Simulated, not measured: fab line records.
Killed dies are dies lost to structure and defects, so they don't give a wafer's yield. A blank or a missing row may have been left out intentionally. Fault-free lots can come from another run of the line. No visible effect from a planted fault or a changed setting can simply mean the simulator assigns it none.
Matching of chambers	flow nand-harc	4 sister chambers for NHARC_P_CONTACT_STRIP_28 on rie-diel-07
The step strips in O2. 22 wafers are shown with their chamber, then 11 later ones without.

EACH WAFER AND ITS CHAMBER
wafer	chamber	showerhead-plenum-p-Torr (Torr)	drypump-motor-current-A (A)	oes-product-au (a.u.)
L076.3	0	3.53	5.53	0.987
L076.4	1	3.74	6.08	0.988
L076.6	3	3.57	5.93	1.001
L077.4	1	3.74	6.08	0.980
L077.5	1	3.74	6.08	0.979
L077.6	0	3.53	5.54	0.984
L078.1	1	3.74	6.08	0.987
L078.3	3	3.57	5.93	0.994
L078.6	3	3.57	5.94	0.998
L081.1	3	3.57	5.95	1.000
L081.2	1	3.73	6.07	0.987
L081.3	2	3.66	6.13	1.018
L081.4	0	3.53	5.51	0.992
L081.5	1	3.74	6.07	0.987
L081.6	0	3.53	5.50	0.995
L082.1	1	3.74	6.08	0.977
L082.3	3	3.57	5.93	0.999
L082.5	0	3.53	5.54	0.988
L084.1	0	3.53	5.53	0.990
L084.5	0	3.53	5.55	0.982
L084.6	3	3.57	5.93	1.002
L086.2	3	3.57	5.93	1.004

SIGNATURES, as means of the wafers listed above
reading	chamber 0	chamber 1	chamber 2	chamber 3	scatter within a chamber
showerhead-plenum-p-Torr	3.5300	3.7386	3.6600	3.5700	0.00218
drypump-motor-current-A	5.5286	6.0771	6.1300	5.9343	0.0115
oes-product-au	0.98829	0.98357	1.01800	0.99971	0.00418
Rule: distance of a wafer from a chamber = root of the sum over the readings of ((wafer's reading minus chamber's mean) / reading's scatter) squared. If the next closest chamber is less than 2 further off than the closest, the wafer can't be placed; otherwise it belongs to the closest. How the scatter is found: for the shown wafers, subtract from each reading the mean of its chamber, square and add these, divide the total by (wafers less chambers), then take the root.

WAFERS WHOSE CHAMBER IS MISSING
wafer	showerhead-plenum-p-Torr (Torr)	drypump-motor-current-A (A)	oes-product-au (a.u.)
L086.4	3.57	5.92	1.013
L086.6	3.53	5.55	0.993
L090.2	3.66	6.13	1.011
L090.3	3.73	6.07	0.983
L090.4	3.57	5.92	1.010
L091.2	3.73	6.08	0.981
L091.5	3.57	5.94	1.007
L091.6	3.66	6.13	1.003
L097.3	3.73	6.10	1.004
L097.4	3.66	6.14	1.001
L097.5	3.73	6.10	0.998

WHICH CHAMBER EACH ONE RAN IN
wafer	from the rows above	in truth
L086.4	3	3
L086.6	0	0
L090.2	2	2
L090.3	1	1
L090.4	3	3
L091.2	1	1
L091.5	3	3
L091.6	2	2
L097.3	1	1
L097.4	2	2
L097.5	1	1
Correctly placed: 11 of 11. Number that these rows cannot place: 0. Wrongly placed: 0.
